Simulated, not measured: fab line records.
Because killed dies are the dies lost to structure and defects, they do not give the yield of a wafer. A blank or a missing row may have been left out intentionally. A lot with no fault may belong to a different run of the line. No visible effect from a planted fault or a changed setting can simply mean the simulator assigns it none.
fab line records ; flow nand-harc
[record] lots = 5; wafers = 15; last-day = 24
route steps=1159 shown A_BLC@967 END@1159
lots that met no fault: from a run of the same line without faults
start-h: hours from the record's first day to the start of the lot's first wafer shown ; wait-h: how many hours have passed since the lot's step before this one ; " as in the row above ; L1.1+2: a row that stands for several wafers ; - value missing, or start not given ; * or withheld: withheld ; < > ~ a bound
route shown NAME@n: names a module that has steps shown in the file, with the first one's number in the route ; usual: the fault-free wafers' mean and standard deviation ; same: alike in all rows ; chamber/n: place in a boat ; sites: each site's reading ; _std_site: the values' standard deviation ; _edge_site: outer sites' mean less inner sites' ; radius-mm: how far each site lies from the wafer's centre ; mask NAME#n: copy n ; behind: the most recent tool/chamber to have shaped the wafer ; hold: cause of the lot's hold/its duration in hours/its outcome ; device: whichever transistor did not switch (one of n, p or np) ; end of line: the same wafers' tests at the end of the route ; a step given without rows: its recipe and nothing more ; killed: count of dies lost to structure and defects at first sort (not the wafer's yield) ; map: shows each die of a wafer: x if killed, . if not, _ if none is there
set.NAME: the setting as run; set.NAME@STEP: as run at that earlier step ; model.NAME: the simulator's own value behind a step, which no gauge read
certain route steps with their lots: each step a table, each wafer a row
services: from which hour (start-h, from the record's first day; less than 0 if before it) a tool's chamber was out of use, for how many hours, and why
[[steps]]
[step NHARC_A_BLC_COAT_03]
[recipe] temp-c = 225; time-s = 65
[step NHARC_A_BLC_COAT_04]
[recipe] spin-rpm = 1500; resist-thk-nm = 90
[step NHARC_A_BLC_SOFTBAKE_05]
[recipe] temp-c = 105; time-s = 55
[step NHARC_A_BLC_EBR_06]
[step NHARC_A_BLC_EXPOSE_07]
[recipe] na = 1.35; target-cd-nm = 100; dose-mj = 67.97; mask-id = A_BLC
[step NHARC_A_BLC_PEB_08]
[recipe] peb-temp-c = 100; peb-time-s = 65
[step NHARC_A_BLC_DEVELOP_09]
[recipe] develop-time-s = 35; dev-temp-c = 23
[step NHARC_A_BLC_CD_MEAS_10]
[recipe] target-cd-nm = 100; landing-energy-ev = 500
[usual] cd-nm = 100.0/0.6
lot.wafer;tool;chamber;start-h;wait-h;cd-nm
L705.1;cd-sem-02;0;402.86;-;98.6
L705.2;cd-sem-02;0;402.86;-;99.6
L705.3;cd-sem-02;0;402.86;-;99.5
L711.1;cd-sem-03;0;454.14;-;99.8
L711.2;cd-sem-03;0;454.14;-;99.9
L711.4;cd-sem-03;0;454.14;-;99.7
L721.2;cd-sem-01;0;477.83;-;100.0
L721.3;cd-sem-01;0;477.83;-;99.0
L721.6;cd-sem-01;0;477.83;-;99.8
L726.1;cd-sem-02;0;526.41;-;100.9
L726.2;cd-sem-02;0;526.41;-;100.8
L726.5;cd-sem-02;0;526.41;-;100.4
L728.3;cd-sem-01;0;528.89;-;100.2
L728.5;cd-sem-01;0;528.89;-;99.9
L728.6;cd-sem-01;0;528.89;-;100.7
[step NHARC_A_BLC_OVL_MEAS_11]
[usual] overlay-x-nm = 0.1/0.77; overlay-y-nm = 0.2/0.76
lot.wafer;tool;chamber;start-h;wait-h;overlay-x-nm;overlay-y-nm
L705.1;overlay-01;-;402.94;-;-0.4;0.3
L705.2;overlay-01;-;402.94;-;-0.8;1.0
L705.3;overlay-01;-;402.94;-;-0.5;0.8
L711.1;overlay-01;-;454.23;-;-0.1;0.6
L711.2;overlay-01;-;454.23;-;-0.2;0.4
L711.4;overlay-01;-;454.23;-;0.3;0.1
L721.2;overlay-01;-;477.91;-;0.0;0.5
L721.3;overlay-01;-;477.91;-;0.7;0.9
L721.6;overlay-01;-;477.91;-;1.0;0.8
L726.1;overlay-01;-;526.50;-;0.6;0.5
L726.2;overlay-01;-;526.50;-;0.0;0.0
L726.5;overlay-01;-;526.50;-;0.7;0.3
L728.3;overlay-02;-;528.97;-;-0.8;0.9
L728.5;overlay-02;-;528.97;-;-1.0;1.3
L728.6;overlay-02;-;528.97;-;-0.7;0.9
[step NHARC_A_BLC_INSPECT_12]
[usual] raw-defect-count = 32/14
lot.wafer;tool;chamber;start-h;wait-h;raw-defect-count
L705.1;defect-inspect-01;-;402.98;0.0;28
L705.2;defect-inspect-01;-;402.98;0.0;22
L705.3;defect-inspect-01;-;402.98;0.0;19
L711.1;defect-inspect-02;-;454.26;0.0;18
L711.2;defect-inspect-02;-;454.26;0.0;20
L711.4;defect-inspect-02;-;454.26;0.0;16
L721.2;defect-inspect-02;-;477.95;0.0;30
L721.3;defect-inspect-02;-;477.95;0.0;36
L721.6;defect-inspect-02;-;477.95;0.0;26
L726.1;defect-inspect-01;-;526.54;0.0;58
L726.2;defect-inspect-01;-;526.54;0.0;70
L726.5;defect-inspect-01;-;526.54;0.0;65
L728.3;defect-inspect-01;-;529.01;0.0;40
L728.5;defect-inspect-01;-;529.01;0.0;54
L728.6;defect-inspect-01;-;529.01;0.0;53
[step NHARC_A_BLC_DESCUM_15]
[recipe] time-s = 3; o2-flow-sccm = 200; ar-flow-sccm = 0; bias-power-w = 0; chemistry = O2
[usual] drypump-motor-current-A = 5.8/0.48; oes-product-au = 0.996/0.01; rf-vpp-V = 57.8/0.93; showerhead-plenum-p-Torr = 1.91/0.077; throttle-valve-pct = 11.310/0.0086
[same] bias-power-w = 0; time-s = 3
lot.wafer;tool;chamber;start-h;wait-h;drypump-motor-current-A;oes-product-au;rf-hours-counter-h;rf-vpp-V;showerhead-plenum-p-Torr;throttle-valve-pct
L705.2;rie-diel-08;2;403.04;0.1;5.0;0.995;8;59.1;2.00;11.321
L705.3;rie-diel-08;0;403.04;0.1;6.1;0.982;9;58.3;1.91;11.297
L705.1;rie-diel-08;1;403.04;0.1;6.3;0.994;9;58.4;1.92;11.327
L711.2;rie-diel-04;0;454.33;0.1;5.9;1.003;17;58.6;1.83;11.299
L711.4;rie-diel-04;1;454.33;0.1;5.6;0.993;17;55.6;1.81;11.307
L711.1;rie-diel-04;2;454.33;0.1;5.4;1.005;17;56.7;1.96;11.310
L721.3;rie-diel-04;2;478.02;0.1;5.4;1.007;0;56.3;1.96;11.302
L721.2;rie-diel-04;3;478.02;0.1;6.6;1.004;0;55.9;1.82;11.299
L721.6;rie-diel-04;1;478.02;0.1;5.6;1.001;-;57.5;1.81;11.307
L726.2;rie-diel-08;3;526.62;0.1;5.8;0.977;4;57.8;2.02;11.309
L726.1;rie-diel-08;0;526.62;0.1;6.1;0.994;4;58.3;1.91;11.301
L726.5;rie-diel-08;1;526.62;0.1;6.3;0.995;-;59.6;1.91;11.317
L728.3;rie-diel-08;3;529.09;0.1;5.8;0.988;4;58.7;2.02;11.310
L728.6;rie-diel-08;0;529.09;0.1;6.1;0.997;-;57.3;1.91;11.317
L728.5;rie-diel-08;1;529.09;0.1;6.3;1.009;-;57.9;1.91;11.323
[step NHARC_A_BLC_ETCH_16]
[recipe] target-depth-a = 390; over-etch-frac = 0.3; time-s = 65; ion-energy-ev = 80; cf4-flow-sccm = 150; ar-flow-sccm = 0; rf-w = 300; bias-w = 100; chemistry = CF4
[usual] cf4-flow-sccm = 150.0/0.54; drypump-motor-current-A = 5.8/0.49; oes-product-au = 0.999/0.011; rf-vpp-V = 151.3/1.1; showerhead-plenum-p-Torr = 1.77/0.067; throttle-valve-pct = 13.285/0.009
[same] over-etch-frac = 0.3; time-s = 65
lot.wafer;tool;chamber;start-h;wait-h;cf4-flow-sccm;drypump-motor-current-A;oes-product-au;rf-hours-counter-h;rf-vpp-V;showerhead-plenum-p-Torr;throttle-valve-pct
L705.2;rie-diel-08;0;403.13;0.1;150.9;6.1;0.978;9;150.5;1.77;13.275
L705.1;rie-diel-08;1;403.13;0.1;150.4;6.3;0.998;9;151.8;1.77;13.276
L705.3;rie-diel-08;2;403.13;0.1;150.3;5.0;0.997;8;153.0;1.84;13.277
L711.2;rie-diel-04;1;454.41;0.1;149.2;5.6;0.998;17;151.4;1.68;13.291
L711.4;rie-diel-04;3;454.41;0.1;150.6;6.7;0.993;16;149.8;1.69;13.284
L711.1;rie-diel-04;0;454.41;0.1;149.2;5.9;1.010;17;150.6;1.70;13.284
L721.2;rie-diel-04;3;478.10;0.1;150.8;6.6;1.008;0;150.7;1.68;13.273
L721.3;rie-diel-04;0;478.10;0.1;150.0;5.9;0.984;0;150.4;1.70;13.282
L721.6;rie-diel-04;0;478.10;0.1;149.5;5.9;0.977;-;148.2;1.70;13.285
L726.1;rie-diel-08;2;526.69;0.1;150.1;5.0;1.016;4;152.5;1.84;13.300
L726.2;rie-diel-08;3;526.69;0.1;150.2;5.8;0.995;4;152.6;1.86;13.290
L726.5;rie-diel-08;1;526.69;0.1;150.5;6.2;1.015;-;151.8;1.77;13.280
L728.3;rie-diel-08;1;529.15;0.1;149.8;6.3;1.004;5;151.0;1.77;13.275
L728.6;rie-diel-08;1;529.15;0.1;150.1;6.2;1.011;-;151.5;1.77;13.287
L728.5;rie-diel-08;2;529.15;0.1;149.7;5.0;0.997;-;152.9;1.84;13.274
[step NHARC_A_BLC_ETCH_17]
[recipe] target-depth-a = 3900; over-etch-frac = 0.25; time-s = 609.38; ion-energy-ev = 200; n2-flow-sccm = 150; h2-flow-sccm = 150; ar-flow-sccm = 0; rf-w = 400; bias-w = 150; chemistry = N2/H2
[usual] drypump-motor-current-A = 5.8/0.5; oes-product-au = 0.997/0.0094; rf-vpp-V = 430.5/2.4; showerhead-plenum-p-Torr = 2.04/0.086; throttle-valve-pct = 14.171/0.0086
[same] over-etch-frac = 0.25; time-s = 609.38
lot.wafer;tool;chamber;start-h;wait-h;drypump-motor-current-A;oes-product-au;rf-hours-counter-h;rf-vpp-V;showerhead-plenum-p-Torr;throttle-valve-pct
L705.3;rie-diel-08;0;403.26;-;6.1;0.973;9;431.0;2.04;14.175
L705.2;rie-diel-08;1;403.26;-;6.3;0.999;9;431.8;2.04;14.180
L705.1;rie-diel-08;2;403.26;-;5.0;0.997;8;433.1;2.13;14.166
L711.2;rie-diel-04;3;454.55;-;6.6;0.994;17;427.5;1.93;14.172
L711.4;rie-diel-04;0;454.55;-;5.9;1.005;17;427.8;1.95;14.163
L711.1;rie-diel-04;1;454.55;-;5.6;0.994;17;428.9;1.93;14.165
L721.3;rie-diel-04;3;478.19;-;6.6;1.000;0;426.9;1.93;14.171
L721.2;rie-diel-04;0;478.19;-;5.9;0.801;0;427.8;1.95;14.164
L721.6;rie-diel-04;0;478.19;-;5.9;0.802;-;428.8;1.95;14.151
L726.1;rie-diel-08;1;526.82;-;6.3;1.007;5;428.6;2.04;14.174
L726.2;rie-diel-08;3;526.82;-;5.8;0.985;4;433.1;2.15;14.174
L726.5;rie-diel-08;1;526.82;-;6.3;1.011;-;430.9;2.04;14.190
L728.3;rie-diel-08;0;529.33;-;6.1;1.005;5;428.9;2.03;14.160
L728.5;rie-diel-08;2;529.33;-;5.0;1.005;-;434.9;2.13;14.181
L728.6;rie-diel-08;3;529.33;-;5.8;0.984;-;433.7;2.15;14.170
[step NHARC_A_BLC_ETCH_18]
[recipe] target-depth-a = 9100; c4f8-flow-sccm = 20; o2-flow-sccm = 10; ar-flow-sccm = withheld; rf-w = 600; bias-w = 1500; chemistry = C4F8/O2/Ar
[usual] oes-product-au = 0.951/0.025; rf-vpp-V = 978/5.5
lot.wafer;tool;chamber;start-h;wait-h;oes-product-au;rf-hours-counter-h;rf-vpp-V
L705.1;rie-diel-08;2;-;-;0.956;8;985
L705.2;rie-diel-08;3;-;-;0.956;10;986
L705.3;rie-diel-08;0;-;-;0.966;9;977
L711.4;rie-diel-04;3;-;-;0.919;17;971
L711.1;rie-diel-04;1;-;-;0.928;17;972
L711.2;rie-diel-04;2;-;-;0.923;17;981
L721.3;rie-diel-04;0;-;-;0.957;1;974
L721.2;rie-diel-04;2;-;-;0.971;0;981
L721.6;rie-diel-04;3;-;-;0.987;-;971
L726.2;rie-diel-08;2;-;-;0.963;5;985
L726.1;rie-diel-08;1;-;-;0.962;5;978
L726.5;rie-diel-08;2;-;-;0.961;-;984
L728.3;rie-diel-08;2;-;-;0.983;5;985
L728.6;rie-diel-08;0;-;-;0.960;-;977
L728.5;rie-diel-08;1;-;-;0.969;-;979
[step NHARC_END_SORT_01]
[recipe] temp-c = 25
[usual] killed-at-array = 28/10; killed-at-other = 0.5/0.82; killed-at-periphery = 3.4/2.2; killed-dies = 31/10; killed-open = 3.4/1.9; killed-short = 1.9/1.3
[same] gross-dies = 677
lot.wafer;tool;chamber;start-h;wait-h;hold;killed-at-array;killed-at-other;killed-at-periphery;killed-dies;killed-open;killed-short
L705.1;prober-01;0;457.15;2.5;-;25;1;4;30;3;1
L705.2;prober-01;0;457.95;2.8;-;13;0;2;15;3;0
L705.3;prober-01;0;458.75;3.1;-;17;0;3;20;5;1
L711.1;prober-02;0;499.49;2.5;-;20;0;3;23;5;1
L711.2;prober-02;0;500.29;2.8;-;23;0;5;28;3;6
L711.4;prober-02;0;501.88;3.4;-;14;1;1;16;1;1
L721.2;prober-02;0;540.39;2.8;await-dispo/4.2h/release;676;0;1;677;4;1
L721.3;prober-02;0;541.20;3.1;await-dispo/4.2h/release;27;2;1;30;0;1
L721.6;prober-02;0;543.63;4.0;await-dispo/4.2h/release;673;2;2;677;0;2
L726.1;prober-02;0;573.13;2.5;-;47;0;2;49;3;0
L726.2;prober-02;0;573.94;2.8;-;39;2;2;43;2;3
L726.5;prober-02;0;576.35;3.7;-;39;1;1;41;3;2
L728.3;prober-01;0;578.58;3.1;-;23;0;0;23;3;2
L728.5;prober-01;0;580.19;3.7;-;30;0;3;33;2;3
L728.6;prober-01;0;580.99;4.0;-;50;0;5;55;4;3
// killed by level:class
L705.1 A_SLIT:chamber-film-flake=14 P_BONDPAD:chamber-film-flake=3 A_CHANNEL_HOLE_D1:chamber-film-flake=3 A_CONTACT:chamber-film-flake=3 A_ONON_D1:geometric-particle:open=1 A_WL_FILL:geometric-particle:short=1 A_CONTACT:geometric-particle:open=1 A_M0:geometric-particle:open=1
L705.2 A_SLIT:chamber-film-flake=6 A_SOURCE_PLATE:geometric-particle:open=2 P_BONDPAD:chamber-film-flake=2 A_CHANNEL_HOLE_D1:chamber-film-flake=2 A_STAIRCASE:chamber-film-flake=2 A_CONTACT:geometric-particle:open=1
L705.3 A_CHANNEL_HOLE_D1:chamber-film-flake=5 A_SLIT:chamber-film-flake=3 A_STAIRCASE:chamber-film-flake=2 P_CONTACT:geometric-particle:open=1 A_WL_FILL:geometric-particle:short=1 A_WL_FILL:geometric-particle:open=1 A_CONTACT:geometric-particle:open=1 A_BLC:geometric-particle:open=1
L711.1 A_CONTACT:chamber-film-flake=8 A_CHANNEL_HOLE_D1:chamber-film-flake=3 A_STAIRCASE:chamber-film-flake=3 P_CONTACT:geometric-particle:open=1 P_M0:geometric-particle:open=1 A_ONON_D1:geometric-particle:open=1 A_CHANNEL_FILL_D1:geometric-particle:short=1 A_WL_FILL:geometric-particle:open=1
L711.2 A_CONTACT:chamber-film-flake=7 P_STI:chamber-film-flake=3 A_STAIRCASE:chamber-film-flake=3 A_WL_FILL:geometric-particle:short=2 A_CHANNEL_HOLE_D1:chamber-film-flake=2 A_CHANNEL_FILL_D1:chamber-film-flake=2 A_M1:chamber-film-flake=2 P_STI:geometric-particle:short=1
L711.4 A_CHANNEL_HOLE_D1:chamber-film-flake=3 A_CONTACT:chamber-film-flake=3 A_STAIRCASE:chamber-film-flake=3 A_M1:chamber-film-flake=3 A_CHANNEL_FILL_D1:chamber-film-flake=2 P_GATE:geometric-particle:open=1 STARTING-WAFER:geometric-particle:short=1
L721.2 A_BLC:area-etch=648 A_CHANNEL_HOLE_D1:chamber-film-flake=16 A_CHANNEL_FILL_D1:geometric-particle:open=2 A_STAIRCASE:chamber-film-flake=2 A_BLC:chamber-film-flake=2 A_SOURCE_PLATE:geometric-particle:open=1 A_SOURCE_PLATE:geometric-particle:short=1 A_M1:geometric-particle:open=1
L721.3 A_CHANNEL_HOLE_D1:chamber-film-flake=17 A_BLC:chamber-film-flake=6 A_STAIRCASE:chamber-film-flake=2 THIN_TSV:chamber-film-flake=2 P_CONTACT:geometric-particle:short=1 A_SLIT:chamber-film-flake=1 A_CONTACT:chamber-film-flake=1
L721.6 A_BLC:area-etch=647 A_CHANNEL_HOLE_D1:chamber-film-flake=16 A_BLC:chamber-film-flake=4 A_STAIRCASE:chamber-film-flake=3 THIN_TSV:chamber-film-flake=2 P_CONTACT:geometric-particle:short=1 A_WL_FILL:geometric-particle:short=1 P_STI:chamber-film-flake=1
L726.1 A_CHANNEL_HOLE_D1:chamber-film-flake=24 A_SLIT:chamber-film-flake=16 A_STAIRCASE:chamber-film-flake=3 A_CONTACT:chamber-film-flake=3 P_CONTACT:geometric-particle:open=2 A_CONTACT:geometric-particle:open=1
L726.2 A_CHANNEL_HOLE_D1:chamber-film-flake=23 A_SLIT:chamber-film-flake=9 A_CONTACT:chamber-film-flake=4 P_GATE:geometric-particle:short=1 P_GATE:geometric-particle:open=1 A_CHANNEL_FILL_D1:geometric-particle:short=1 A_M0:geometric-particle:open=1 STARTING-WAFER:geometric-particle:short=1
L726.5 A_CHANNEL_HOLE_D1:chamber-film-flake=16 A_SLIT:chamber-film-flake=12 A_CONTACT:chamber-film-flake=5 A_STAIRCASE:chamber-film-flake=2 P_CONTACT:geometric-particle:open=1 A_ONON_D1:geometric-particle:short=1 A_WL_FILL:geometric-particle:short=1 A_CONTACT:geometric-particle:open=1
L728.3 A_SLIT:chamber-film-flake=8 A_CHANNEL_HOLE_D1:chamber-film-flake=6 A_CONTACT:geometric-particle:open=2 A_CONTACT:chamber-film-flake=2 A_SGD_CUT:geometric-particle:short=1 A_M0:geometric-particle:short=1 A_M0:geometric-particle:open=1 A_STAIRCASE:chamber-film-flake=1
L728.5 A_SLIT:chamber-film-flake=11 A_CHANNEL_HOLE_D1:chamber-film-flake=10 A_CONTACT:chamber-film-flake=5 P_GATE:geometric-particle:open=1 P_M0:geometric-particle:short=1 A_SOURCE_PLATE:geometric-particle:short=1 A_CHANNEL_FILL_D1:geometric-particle:open=1 A_BLC:geometric-particle:short=1
L728.6 A_SLIT:chamber-film-flake=20 A_CONTACT:chamber-film-flake=12 A_CHANNEL_HOLE_D1:chamber-film-flake=8 P_GATE:chamber-film-flake=3 A_WL_FILL:chamber-film-flake=3 A_STAIRCASE:chamber-film-flake=2 P_GATE:geometric-particle:open=1 P_M1:geometric-particle:open=1
// map L721.2 (x killed, . not)
____________x____________
_________xxxxxxx_________
_______xxxxxxxxxxx_______
______xxxxxxxxxxxxx______
_____xxxxxxxxxxxxxxx_____
____xxxxxxxxxxxxxxxxx____
____xxxxxxxxxxxxxxxxx____
___xxxxxxxxxxxxxxxxxxx___
___xxxxxxxxxxxxxxxxxxx___
__xxxxxxxxxxxxxxxxxxxxx__
__xxxxxxxxxxxxxxxxxxxxx__
_xxxxxxxxxxxxxxxxxxxxxxx_
_xxxxxxxxxxxxxxxxxxxxxxx_
_xxxxxxxxxxxxxxxxxxxxxxx_
_xxxxxxxxxxxxxxxxxxxxxxx_
_xxxxxxxxxxxxxxxxxxxxxxx_
xxxxxxxxxxxxxxxxxxxxxxxxx
xxxxxxxxxxxxxxxxxxxxxxxxx
xxxxxxxxxxxxxxxxxxxxxxxxx
xxxxxxxxxxxxxxxxxxxxxxxxx
xxxxxxxxxxxxxxxxxxxxxxxxx
_xxxxxxxxxxxxxxxxxxxxxxx_
_xxxxxxxxxxxxxxxxxxxxxxx_
_xxxxxxxxxxxxxxxxxxxxxxx_
_xxxxxxxxxxxxxxxxxxxxxxx_
_xxxxxxxxxxxxxxxxxxxxxxx_
__xxxxxxxxxxxxxxxxxxxxx__
__xxxxxxxxxxxxxxxxxxxxx__
___xxxxxxxxxxxxxxxxxxx___
___xxxxxxxxxxxxxxxxxxx___
____xxxxxxxxxxxxxxxxx____
____xxxxxxxxxxxxxxxxx____
_____xxxxxxxxxxxxxxx_____
______xxxxxxxxxxxxx______
_______xxxxxxxxxxx_______
_________xxxxxxx_________
____________x____________
// map L711.2 (x killed, . not)
____________.____________
_________..x..x._________
_______.....x....._______
______.............______
_____..............._____
____.x...x...........____
____......x..........____
___...................___
___...................___
__.........x...........__
__................x....__
_..............x....x..._
_......................x_
_..........x......x....._
_.........x............._
_......................._
.................x.x.....
.................x...x..x
........x................
.........................
.....xx..................
_................x....x._
_......................._
_...................x..._
_......................._
_......................._
__x....................__
__.....................__
___...............x...___
___...................___
____.................____
____.................____
_____..............._____
______x............______
_______..........._______
_________......._________
____________.____________
[[services]]
tool;chamber;start-h;hours;kind
rie-diel-08;0;385.35;-;clean
rie-diel-08;1;385.35;-;clean
rie-diel-08;2;385.35;-;clean
rie-diel-08;3;385.35;-;clean
rie-diel-08;1;385.48;2.0;repair
rie-diel-04;-;388.29;0.5;repair
rie-diel-08;0;409.87;-;clean
rie-diel-08;1;409.87;-;clean
rie-diel-08;2;409.87;-;clean
rie-diel-08;3;409.87;-;clean
rie-diel-04;1;423.46;4.2;repair
rie-diel-04;3;428.64;5.6;repair
rie-diel-08;0;434.37;-;clean
rie-diel-08;1;434.37;-;clean
rie-diel-08;2;434.37;-;clean
rie-diel-08;3;434.37;-;clean
rie-diel-08;3;458.38;6.1;repair
rie-diel-08;0;458.87;-;clean
rie-diel-08;1;458.87;-;clean
rie-diel-08;2;458.87;-;clean
rie-diel-04;2;461.82;12.0;repair
rie-diel-08;1;462.88;10.4;repair
rie-diel-04;-;465.93;9.0;pm
rie-diel-08;-;479.85;9.0;pm
[[key]]
[first-sign] step = NHARC_A_BLC_ETCH_17; reading = oes-product-au; direction = down; sigmas = 21; usual = 0.997; struck = 0.802
[effect] step = NHARC_END_SORT_01; reading = killed-at-array; direction = up; sigmas = 63; usual = 28; struck = 674
[more-kills-born-at] NHARC_A_BLC_ETCH_17@rie-diel-04 = 1295
met-at NHARC_A_BLC_ETCH_17
struck-wafers L721.2,L721.6
later-rows-left-out L721.2,L721.6
tester-left-out L721
onset-between 454.55 478.19
[fault] kind = process-parameter-drift; tool = rie-diel-04; chamber = 0; onset-h = 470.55; steps = NHARC_A_BLC_ETCH_17; channel = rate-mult; offset = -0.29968; shape = step; end-h = 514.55
// tester-left-out: of these lots the tester's yield and bins aren't shown, on N5 and GAA mostly nor the transistor test; their killed dies are dies lost to structure and defects alone, not to doping, threshold or leakage, so they don't give the yield
// later-rows-left-out: the simulator's readings of these wafers behind a module that went badly wrong aren't trusted and aren't shown, but for the sort
